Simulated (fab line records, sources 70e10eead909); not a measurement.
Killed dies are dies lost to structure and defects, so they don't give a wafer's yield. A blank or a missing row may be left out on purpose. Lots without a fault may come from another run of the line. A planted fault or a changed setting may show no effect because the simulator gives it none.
fab line records | flow nand_harc
record lots=5 wafers=15 last_day=24
route steps=1159 shown P_GATE@157 END@1159
lots that met no fault: from a run of the same line without faults
start_h: hours from the record's first day to the start of the lot's first wafer shown | wait_h: hours since the lot's step before | " the same as in the row above | L1.1+2: a row that stands for several wafers | - no value, or no start given | * or withheld: withheld | < > ~ a bound
route shown NAME@n: a module of which the file shows steps, and the number in the route of the first | usual: mean/standard deviation of fault-free wafers | same: alike in all rows | chamber/n: place in a boat | sites: the reading at each site | _std_site: their standard deviation | _edge_site: outer sites' mean less inner sites' | radius_mm: how far each site lies from the wafer's centre | mask NAME#n: copy n | behind: the tool/chamber that last shaped the wafer | hold: why the lot was held/for how many hours/how that ended | device: the transistor (n, p or np) that didn't switch | end of line: the same wafers' tests at the end of the route | a step without rows: its recipe alone | killed: dies lost to structure and defects at the first sort, not the wafer's yield | map: a wafer's dies, x killed, . not, _ none there
set.NAME: the setting as run; set.NAME@STEP: as run at that earlier step | model.NAME: the simulator's own value behind a step, which no gauge read
lots at some steps of the route; a table a step, a row a wafer
services: from which hour (start_h, from the record's first day; less than 0 if before it) a tool's chamber was out of use, for how many hours, and why
## steps
# step NHARC_P_GATE_STRIP_101
# recipe time_s=20 o2_flow_sccm=500 ar_flow_sccm=0 bias_w=0 chemistry=O2
# usual drypump_motor_current_A=6.0/0.43 oes_product_au=0.999/0.0082 rf_vpp_V=57.8/0.89 showerhead_plenum_p_Torr=3.55/0.12 throttle_valve_pct=17.037/0.0093
# same bias_w=0
# columns lot.wafer tool chamber start_h wait_h drypump_motor_current_A oes_product_au rf_hours_counter_h rf_vpp_V showerhead_plenum_p_Torr throttle_valve_pct
L946.3 rie_diel-09 3 97.28 0.1 6.3 0.998 2 57.6 3.49 17.034
L946.2 " 0 " " 5.5 0.978 2 58.6 3.66 17.024
L946.5 " 2 " " 6.1 1.008 - 58.0 3.67 17.037
L949.4 rie_diel-09 0 120.30 0.1 5.4 0.996 8 59.1 3.66 17.034
L949.2 " 1 " " 6.0 0.984 8 57.2 3.43 17.050
L949.5 " 2 " " 6.1 1.008 - 57.2 3.67 17.034
L957.4 rie_diel-09 3 167.07 0.1 6.3 1.006 18 58.4 3.48 17.031
L957.2 " 1 " " 6.1 0.996 18 58.8 3.43 17.048
L957.3 " 2 " " 6.1 1.000 18 58.5 3.66 17.019
L962.2 rie_diel-08 0 194.70 0.1 6.0 0.989 26 58.7 3.67 17.028
L962.3 " 1 " " 6.5 1.017 10 59.2 3.63 17.040
L962.5 " 0 " " 6.0 0.985 - 57.9 3.67 17.032
L967.4 rie_diel-08 0 222.26 0.1 6.0 0.997 36 60.1 3.66 17.016
L967.1 " 2 " " 6.3 1.001 37 57.0 3.33 17.040
L967.6 " 3 " " 6.3 0.995 - 58.4 3.64 17.041
# step NHARC_P_GATE_PRECLEAN_97
# recipe time_s=600 temp_c=120 chemistry=SPM
# step NHARC_P_GATE_SRD_98
# step NHARC_P_GATE_PRECLEAN_99
# recipe time_s=* temp_c=50 bath_age_min=0 chemistry=SC1
# step NHARC_P_GATE_SRD_100
# step NHARC_P_GATE_DEHYDRATE_38
# recipe temp_c=150 time_s=120
# step NHARC_P_GATE_HMDS_39
# recipe time_s=30
# step NHARC_P_GATE_COAT_40
# recipe spin_rpm=3000
# step NHARC_P_GATE_SOFTBAKE_41
# recipe temp_c=122 time_s=95
# step NHARC_P_GATE_EBR_42
# step NHARC_P_GATE_EXPOSE_43
# recipe na=0.6 target_cd_nm=720 dose_mj=14.81 mask_id=P_NSD
# step NHARC_P_GATE_PEB_44
# recipe peb_temp_c=118 peb_time_s=85
# step NHARC_P_GATE_DEVELOP_45
# recipe time_s=70
# columns lot.wafer tool chamber start_h wait_h
L946.2+3+5 litho_track-02 0 97 -
L949.2+4+5 litho_track-05 0 121 -
L957.2+3+4 litho_track-05 0 167 -
L962.2+3+5 litho_track-02 0 195 -
L967.1+4+6 litho_track-03 0 223 -
# step NHARC_P_GATE_HARDBAKE_47
# recipe temp_c=125 time_s=80
# step NHARC_P_GATE_DESCUM_48
# recipe time_s=3 o2_flow_sccm=200 ar_flow_sccm=0 bias_power_w=0 chemistry=O2
# usual drypump_motor_current_A=5.9/0.49 oes_product_au=1.000/0.0079 rf_vpp_V=57.9/0.93 showerhead_plenum_p_Torr=1.92/0.073 throttle_valve_pct=11.311/0.0087
# columns lot.wafer tool chamber start_h wait_h drypump_motor_current_A oes_product_au rf_hours_counter_h rf_vpp_V showerhead_plenum_p_Torr throttle_valve_pct model.P_GATE.cd_nm
L946.3 rie_diel-09 2 98.25 - 6.1 0.997 3 57.2 2.00 11.312 720.8
L946.2 " 3 " " 6.3 0.997 2 58.9 1.89 11.280 720.4
L946.5 " 1 " " 6.0 0.994 - 57.2 1.86 11.326 719.4
L949.4 rie_diel-09 1 121.39 - 6.0 0.993 8 57.1 1.86 11.297 722.1
L949.2 " 3 " " 6.3 1.003 8 58.3 1.89 11.310 721.2
L949.5 " 0 " " 5.5 0.999 - 58.1 1.99 11.304 721.9
L957.3 rie_diel-07 1 168.16 - 4.8 1.001 41 57.6 1.96 11.312 718.8
L957.2 " 2 " " 5.0 1.016 42 58.2 1.94 11.309 118.8
L957.4 " 3 " " 5.8 1.005 39 58.8 1.81 11.318 722.1
L962.3 rie_diel-09 0 195.79 - 5.5 0.988 22 59.2 1.99 11.304 719.7
L962.2 " 2 " " 6.1 1.000 23 58.7 1.99 11.302 719.1
L962.5 " 0 " " 5.4 1.004 - 57.6 1.99 11.305 720.4
L967.4 rie_diel-09 1 223.36 - 6.0 1.003 29 58.9 1.85 11.310 716.6
L967.1 " 2 " " 6.1 1.001 29 56.6 1.99 11.301 717.9
L967.6 " 1 " " 6.0 0.992 - 58.4 1.85 11.289 718.7
# step NHARC_P_GATE_IMPLANT_49
# recipe energy_kev=30 dose_cm2=3e+15 tilt_deg=7
# step NHARC_P_GATE_STRIP_111
# recipe power_w=1500 temp_c=110 time_s=250 chemistry=N2/H2
# usual drypump_motor_current_A=5.3/0.37 heater_power_w=98/8.2
# columns lot.wafer tool chamber start_h wait_h drypump_motor_current_A heater_power_w rf_hours_counter_h
L946.2 plasma_asher-01 1 98.59 0.2 5.9 84 55
L946.3 " 0 " " 5.1 103 -
L946.5 " 0 " " 5.1 103 -
L949.2 plasma_asher-02 1 121.74 0.2 5.0 113 36
L949.4 " 1 " " 5.0 113 -
L949.5 " 0 " " 5.3 100 -
L957.2 plasma_asher-02 0 168.57 0.2 5.3 98 51
L957.3 " 1 " " 5.0 107 -
L957.4 " 0 " " 5.3 97 -
L962.2 plasma_asher-02 1 196.20 0.2 5.0 110 1
L962.3 " 0 " " 5.3 97 -
L962.5 " 0 " " 5.3 97 -
L967.1 plasma_asher-01 1 223.78 0.2 5.9 87 41
L967.4 " 0 " " 5.1 100 -
L967.6 " 0 " " 5.1 98 -
# step NHARC_P_GATE_STRIP_75
# recipe power_w=1500 temp_c=250 chemistry=O2
# usual drypump_motor_current_A=5.4/0.37 heater_power_w=368/31
# columns lot.wafer tool chamber start_h wait_h drypump_motor_current_A heater_power_w rf_hours_counter_h
L946.2 plasma_asher-01 1 98.89 0.2 6.0 323 55
L946.3 " 0 " " 5.1 388 -
L946.5 " 0 " " 5.1 381 -
L949.2 plasma_asher-02 1 122.05 0.3 5.0 410 36
L949.4 " 1 " " 5.0 411 -
L949.5 " 0 " " 5.3 363 -
L957.2 plasma_asher-02 0 168.83 0.2 5.3 366 51
L957.3 " 1 " " 5.0 421 -
L957.4 " 0 " " 5.3 363 -
L962.2 plasma_asher-02 1 196.47 0.2 5.0 417 1
L962.3 " 0 " " 5.3 365 -
L962.5 " 0 " " 5.3 369 -
L967.1 plasma_asher-01 1 224.04 0.2 5.9 327 41
L967.4 " 0 " " 5.1 378 -
L967.6 " 0 " " 5.1 375 -
# step NHARC_P_GATE_STRIP_50
# recipe time_s=900 temp_c=130 chemistry=SPM
# step NHARC_P_GATE_DEHYDRATE_51
# recipe temp_c=150 time_s=120
# step NHARC_P_GATE_HMDS_52
# recipe time_s=30
# step NHARC_P_GATE_COAT_53
# recipe spin_rpm=3000
# step NHARC_P_GATE_SOFTBAKE_54
# recipe temp_c=122 time_s=95
# step NHARC_P_GATE_EBR_55
# step NHARC_P_GATE_EXPOSE_56
# recipe na=0.6 target_cd_nm=720 dose_mj=14.81 mask_id=P_PSD
# step NHARC_P_GATE_PEB_57
# recipe peb_temp_c=118 peb_time_s=85
# step NHARC_P_GATE_DEVELOP_58
# recipe time_s=70
# step NHARC_P_GATE_HARDBAKE_60
# recipe temp_c=125 time_s=80
# step NHARC_P_GATE_DESCUM_61
# recipe time_s=3 o2_flow_sccm=200 ar_flow_sccm=0 bias_power_w=0 chemistry=O2
# usual drypump_motor_current_A=5.8/0.53 oes_product_au=0.999/0.0078 rf_vpp_V=57.8/0.83 showerhead_plenum_p_Torr=1.92/0.073 throttle_valve_pct=11.311/0.009
# columns lot.wafer tool chamber start_h wait_h drypump_motor_current_A oes_product_au rf_hours_counter_h rf_vpp_V showerhead_plenum_p_Torr throttle_valve_pct
L946.2 rie_diel-07 3 99.99 - 5.7 0.997 15 58.5 1.81 11.315
L946.3 " 0 " " 4.7 1.006 13 58.3 1.79 11.318
L946.5 " 2 " " 5.1 1.003 - 57.8 1.95 11.315
L949.4 rie_diel-07 0 123.15 - 4.7 0.997 19 57.8 1.79 11.308
L949.2 " 3 " " 5.8 0.997 21 55.4 1.81 11.314
L949.5 " 1 " " 4.8 1.003 - 58.9 1.96 11.310
L957.3 rie_diel-09 2 169.81 - 6.1 1.000 19 58.4 1.99 11.312
L957.2 " 3 " " 6.3 0.999 18 57.1 1.88 11.323
L957.4 " 0 " " 5.4 1.003 18 58.7 1.99 11.317
L962.3 rie_diel-09 0 197.43 - 5.4 1.002 22 58.3 1.99 11.318
L962.2 " 2 " " 6.1 0.997 23 56.3 1.99 11.312
L962.5 " 1 " " 6.0 0.989 - 57.2 1.85 11.314
L967.1 rie_diel-09 2 225.12 - 6.1 0.993 29 58.6 1.99 11.296
L967.4 " 0 " " 5.5 0.988 29 57.6 1.98 11.301
L967.6 " 2 " " 6.1 0.986 - 59.1 1.99 11.301
# step NHARC_P_GATE_IMPLANT_62
# recipe energy_kev=20 dose_cm2=3e+15 tilt_deg=7
# step NHARC_P_GATE_STRIP_112
# recipe power_w=1500 temp_c=110 time_s=200 chemistry=N2/H2
# step NHARC_P_GATE_STRIP_76
# recipe power_w=1500 temp_c=250 chemistry=O2
# usual drypump_motor_current_A=5.3/0.34 heater_power_w=374/30
# columns lot.wafer tool chamber start_h wait_h drypump_motor_current_A heater_power_w rf_hours_counter_h
L946.2 plasma_asher-02 0 100.91 0.2 5.3 370 29
L946.3 " 1 " " 5.0 408 -
L946.5 " 1 " " 5.0 404 -
L949.2 plasma_asher-02 1 123.80 0.2 5.0 422 36
L949.4 " 0 " " 5.3 358 -
L949.5 " 1 " " 5.0 414 -
L957.2 plasma_asher-02 1 170.43 0.2 5.0 415 52
L957.3 " 1 " " 5.0 412 -
L957.4 " 0 " " 5.3 369 -
L962.2 plasma_asher-02 0 198.07 0.2 5.4 355 2
L962.3 " 1 " " 5.0 414 -
L962.5 " 0 " " 5.3 358 -
L967.1 plasma_asher-02 1 225.75 0.2 5.0 401 10
L967.4 " 1 " " 5.0 414 -
L967.6 " 0 " " 5.3 361 -
# step NHARC_P_GATE_STRIP_63
# recipe time_s=900 temp_c=130 chemistry=SPM
# step NHARC_P_GATE_DEHYDRATE_83
# recipe temp_c=150 time_s=120
# step NHARC_P_GATE_HMDS_84
# recipe time_s=30
# step NHARC_P_GATE_COAT_85
# recipe spin_rpm=3000
# step NHARC_P_GATE_SOFTBAKE_86
# recipe temp_c=122 time_s=95
# step NHARC_P_GATE_EBR_87
# step NHARC_P_GATE_EXPOSE_88
# recipe na=0.6 target_cd_nm=2000 dose_mj=11.87 mask_id=P_HVN
# step NHARC_P_GATE_PEB_89
# recipe peb_temp_c=118 peb_time_s=85
# step NHARC_P_GATE_DESCUM_93
# recipe time_s=3 o2_flow_sccm=200 ar_flow_sccm=0 bias_power_w=0 chemistry=O2
# usual drypump_motor_current_A=5.9/0.51 oes_product_au=1.000/0.008 rf_vpp_V=57.7/0.94 showerhead_plenum_p_Torr=1.92/0.074 throttle_valve_pct=11.310/0.0089
# columns lot.wafer tool chamber start_h wait_h drypump_motor_current_A oes_product_au rf_hours_counter_h rf_vpp_V showerhead_plenum_p_Torr throttle_valve_pct model.P_GATE.cd_nm
L946.2 rie_diel-09 2 101.99 - 6.1 0.991 4 58.8 2.00 11.311 2001
L946.3 " 3 " " 6.3 1.013 3 57.7 1.89 11.324 1999
L946.5 " 3 " " 6.3 1.008 - 57.8 1.89 11.306 2001
L949.4 rie_diel-09 1 124.93 - 6.0 0.985 9 57.2 1.86 11.301 1996
L949.2 " 0 " " 5.4 0.994 9 58.8 1.99 11.321 721.2
L949.5 " 2 " " 6.1 1.004 - 59.2 2.00 11.297 1999
L957.4 rie_diel-08 3 171.51 - 6.3 1.010 10 58.3 1.99 11.307 2000
L957.3 " 0 " " 6.0 0.996 19 59.2 2.00 11.301 1999
L957.2 " 1 " " 6.4 1.005 3 57.6 1.98 11.309 118.8
L962.2 rie_diel-09 3 199.17 - 6.3 0.998 23 58.4 1.88 11.307 1998
L962.3 " 0 " " 5.4 0.991 23 56.8 1.99 11.300 1999
L962.5 " 2 " " 6.1 0.996 - 57.4 1.99 11.314 1999
L967.4 rie_diel-09 3 226.87 - 6.3 1.003 29 57.6 1.88 11.297 2001
L967.1 " 1 " " 6.0 0.987 30 57.5 1.85 11.326 2000
L967.6 " 3 " " 6.3 0.991 - 56.8 1.88 11.313 2000
# step NHARC_END_SORT_01
# recipe temp_c=25
# usual killed_at_array=26/9.9 killed_at_other=0.8/1 killed_at_periphery=2.8/2.2 killed_dies=29/9.9 killed_open=3.2/1.8 killed_short=2.1/1.4
# same gross_dies=677
# columns lot.wafer tool chamber start_h wait_h killed_at_array killed_at_other killed_at_periphery killed_dies killed_open killed_short
L957.2 prober-02 0 505.25 2.8 31 1 645 677 5 4
# killed by level:class
L957.2 P_GATE:area_develop=641 A_CHANNEL_HOLE_D1:chamber_film_flake=10 A_SLIT:chamber_film_flake=7 A_WL_FILL:chamber_film_flake=4 A_ONON_D1:geometric_particle:short=2 P_ZERO_WELL:chamber_film_flake=2 A_STAIRCASE:chamber_film_flake=2 P_M0:geometric_particle:open=1
# map L957.2 (x killed, . not)
____________x____________
_________xxxxxxx_________
_______xxxxxxxxxxx_______
______xxxxxxxxxxxxx______
_____xxxxxxxxxxxxxxx_____
____xxxxxxxxxxxxxxxxx____
____xxxxxxxxxxxxxxxxx____
___xxxxxxxxxxxxxxxxxxx___
___xxxxxxxxxxxxxxxxxxx___
__xxxxxxxxxxxxxxxxxxxxx__
__xxxxxxxxxxxxxxxxxxxxx__
_xxxxxxxxxxxxxxxxxxxxxxx_
_xxxxxxxxxxxxxxxxxxxxxxx_
_xxxxxxxxxxxxxxxxxxxxxxx_
_xxxxxxxxxxxxxxxxxxxxxxx_
_xxxxxxxxxxxxxxxxxxxxxxx_
xxxxxxxxxxxxxxxxxxxxxxxxx
xxxxxxxxxxxxxxxxxxxxxxxxx
xxxxxxxxxxxxxxxxxxxxxxxxx
xxxxxxxxxxxxxxxxxxxxxxxxx
xxxxxxxxxxxxxxxxxxxxxxxxx
_xxxxxxxxxxxxxxxxxxxxxxx_
_xxxxxxxxxxxxxxxxxxxxxxx_
_xxxxxxxxxxxxxxxxxxxxxxx_
_xxxxxxxxxxxxxxxxxxxxxxx_
_xxxxxxxxxxxxxxxxxxxxxxx_
__xxxxxxxxxxxxxxxxxxxxx__
__xxxxxxxxxxxxxxxxxxxxx__
___xxxxxxxxxxxxxxxxxxx___
___xxxxxxxxxxxxxxxxxxx___
____xxxxxxxxxxxxxxxxx____
____xxxxxxxxxxxxxxxxx____
_____xxxxxxxxxxxxxxx_____
______xxxxxxxxxxxxx______
_______xxxxxxxxxxx_______
_________xxxxxxx_________
____________x____________
# map L949.2 (x killed, . not)
____________x____________
_________......._________
_______x.....x...._______
______.............______
_____..............._____
____.................____
____.................____
___.......x.....x.....___
___..x................___
__.....................__
__.x...x...............__
_......................._
_.....x...........x....._
_...................x..._
_......................._
_......................._
....x....................
.........................
.........................
.............x...........
.........................
_......................._
_....x..x..............._
_........x.............._
_x......................_
_......................._
__....................x__
__.....................__
___...................___
___...................___
____.................____
____.................____
_____..............._____
______.............______
_______..........._______
_________......._________
____________.____________
## services
# columns tool chamber start_h hours kind
rie_diel-09 - 77.10 9.0 pm
rie_diel-09 0 77.10 9.0 vent_cycle
rie_diel-09 1 77.10 9.0 vent_cycle
rie_diel-09 2 77.10 9.0 vent_cycle
rie_diel-09 3 77.10 9.0 vent_cycle
rie_diel-09 0 86.10 - clean
rie_diel-09 1 86.10 - clean
rie_diel-09 2 86.10 - clean
rie_diel-09 3 86.10 - clean
rie_diel-08 3 91.78 2.1 repair
rie_diel-07 - 93.99 0.3 repair
plasma_asher-01 - 99.00 9.0 pm
rie_diel-09 0 110.60 - clean
rie_diel-09 1 110.60 - clean
rie_diel-09 2 110.60 - clean
rie_diel-09 3 110.60 - clean
rie_diel-08 - 124.80 9.0 pm
rie_diel-08 1 136.12 32.4 repair
plasma_asher-02 - 138.19 2.9 repair
rie_diel-08 3 151.84 16.2 repair
litho_track-02 - 165.00 7.0 pm
plasma_asher-02 - 183.25 9.0 pm
litho_track-03 - 213.00 7.0 pm
plasma_asher-01 - 218.73 0.5 repair
## key
first_sign step=NHARC_END_SORT_01 reading=killed_at_periphery direction=up sigmas=99+ usual=2.8 struck=645
effect step=NHARC_END_SORT_01 reading=killed_dies direction=up sigmas=65 usual=29 struck=677
model_effect step=NHARC_P_GATE_DESCUM_48 value=P_GATE.cd_nm without=720.9 struck=118.8
model_effect step=NHARC_P_GATE_DESCUM_93 value=P_GATE.cd_nm without=1998 struck=118.8
more_kills_born_at NHARC_P_GATE_DEVELOP_45@litho_track-05=641
met_at NHARC_P_GATE_DEVELOP_45
struck_wafers L957.2
later_rows_left_out L957.2
tester_left_out L957
onset_between 121 167
fault kind=process_parameter_drift tool=litho_track-05 chamber=- onset_h=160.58 steps=NHARC_P_GATE_DEVELOP_45 channel=time_s offset=* shape=step end_h=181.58 scope=struck_wafers_only acts_in=* stated=*
# tester_left_out: of these lots the tester's yield and bins aren't shown, on N5 and GAA mostly nor the transistor test; their killed dies are dies lost to structure and defects alone, not to doping, threshold or leakage, so they don't give the yield
# later_rows_left_out: the simulator's readings of these wafers behind a module that went badly wrong aren't trusted and aren't shown, but for the sort
